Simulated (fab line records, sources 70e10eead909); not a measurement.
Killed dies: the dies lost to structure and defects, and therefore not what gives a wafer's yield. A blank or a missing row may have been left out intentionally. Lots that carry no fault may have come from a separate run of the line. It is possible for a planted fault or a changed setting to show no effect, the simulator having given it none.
Chamber matching / flow nand_harc / NHARC_A_STAIRCASE_TRIM_220 on rie_diel-06 has 4 sister chambers
The step chemistry O2, time 211.2 s. 14 wafers are shown with their chamber, then 7 later ones without.

## WAFERS, EACH WITH ITS CHAMBER
wafer=L117.1; chamber=3; drypump_motor_current_A (A)=5.5; showerhead_plenum_p_Torr (Torr)=3.32; throttle_valve_pct (%)=17.037
wafer=L117.3; chamber=0; drypump_motor_current_A (A)=5.8; showerhead_plenum_p_Torr (Torr)=3.42; throttle_valve_pct (%)=17.043
wafer=L117.4; chamber=2; drypump_motor_current_A (A)=5.8; showerhead_plenum_p_Torr (Torr)=3.60; throttle_valve_pct (%)=17.028
wafer=L119.3; chamber=2; drypump_motor_current_A (A)=5.8; showerhead_plenum_p_Torr (Torr)=3.60; throttle_valve_pct (%)=17.039
wafer=L119.4; chamber=3; drypump_motor_current_A (A)=5.5; showerhead_plenum_p_Torr (Torr)=3.32; throttle_valve_pct (%)=17.037
wafer=L119.6; chamber=0; drypump_motor_current_A (A)=5.8; showerhead_plenum_p_Torr (Torr)=3.41; throttle_valve_pct (%)=17.046
wafer=L133.2; chamber=2; drypump_motor_current_A (A)=5.8; showerhead_plenum_p_Torr (Torr)=3.57; throttle_valve_pct (%)=17.022
wafer=L133.4; chamber=1; drypump_motor_current_A (A)=6.5; showerhead_plenum_p_Torr (Torr)=3.40; throttle_valve_pct (%)=17.018
wafer=L133.6; chamber=3; drypump_motor_current_A (A)=5.5; showerhead_plenum_p_Torr (Torr)=3.29; throttle_valve_pct (%)=17.029
wafer=L134.3; chamber=1; drypump_motor_current_A (A)=6.5; showerhead_plenum_p_Torr (Torr)=3.40; throttle_valve_pct (%)=17.047
wafer=L134.4; chamber=3; drypump_motor_current_A (A)=5.5; showerhead_plenum_p_Torr (Torr)=3.29; throttle_valve_pct (%)=17.031
wafer=L134.5; chamber=3; drypump_motor_current_A (A)=5.6; showerhead_plenum_p_Torr (Torr)=3.29; throttle_valve_pct (%)=17.042
wafer=L135.1; chamber=3; drypump_motor_current_A (A)=5.5; showerhead_plenum_p_Torr (Torr)=3.29; throttle_valve_pct (%)=17.047
wafer=L135.2; chamber=1; drypump_motor_current_A (A)=6.5; showerhead_plenum_p_Torr (Torr)=3.39; throttle_valve_pct (%)=17.025

SIGNATURES (means of the wafers above)
reading=drypump_motor_current_A; chamber 0=5.800; chamber 1=6.500; chamber 2=5.800; chamber 3=5.517; scatter within a chamber=0.0289
reading=showerhead_plenum_p_Torr; chamber 0=3.4150; chamber 1=3.3967; chamber 2=3.5900; chamber 3=3.3000; scatter within a chamber=0.0138
reading=throttle_valve_pct; chamber 0=17.04450; chamber 1=17.03000; chamber 2=17.02967; chamber 3=17.03717; scatter within a chamber=0.00914
Rule: a wafer's distance from a chamber is the root of the sum, over the readings, of the square of ((its reading less the chamber's mean) divided by the reading's scatter). If the next closest chamber is less than 2 further off than the closest, the wafer can't be placed; otherwise it belongs to the closest. The scatter is the square root of a quotient: the sum, over the shown wafers, of each reading's squared deviation from its chamber's mean, divided by wafers minus chambers.

## WAFERS WITH NO CHAMBER GIVEN
wafer=L135.5; drypump_motor_current_A (A)=5.5; showerhead_plenum_p_Torr (Torr)=3.29; throttle_valve_pct (%)=17.051
wafer=L136.1; drypump_motor_current_A (A)=5.5; showerhead_plenum_p_Torr (Torr)=3.29; throttle_valve_pct (%)=17.034
wafer=L136.3; drypump_motor_current_A (A)=5.8; showerhead_plenum_p_Torr (Torr)=3.57; throttle_valve_pct (%)=17.040
wafer=L136.5; drypump_motor_current_A (A)=5.8; showerhead_plenum_p_Torr (Torr)=3.57; throttle_valve_pct (%)=17.037
wafer=L137.2; drypump_motor_current_A (A)=5.8; showerhead_plenum_p_Torr (Torr)=3.38; throttle_valve_pct (%)=17.034
wafer=L137.3; drypump_motor_current_A (A)=5.5; showerhead_plenum_p_Torr (Torr)=3.29; throttle_valve_pct (%)=17.039
wafer=L137.6; drypump_motor_current_A (A)=6.5; showerhead_plenum_p_Torr (Torr)=3.39; throttle_valve_pct (%)=17.034

## THE CHAMBER EACH PASSED THROUGH
wafer=L135.5; from the rows above=3; in truth=3
wafer=L136.1; from the rows above=3; in truth=3
wafer=L136.3; from the rows above=2; in truth=2
wafer=L136.5; from the rows above=2; in truth=2
wafer=L137.2; from the rows above=0; in truth=0
wafer=L137.3; from the rows above=3; in truth=3
wafer=L137.6; from the rows above=1; in truth=1
Correctly placed: 7 of 7. Left unplaced by these rows: 0. 0 placed wrongly.
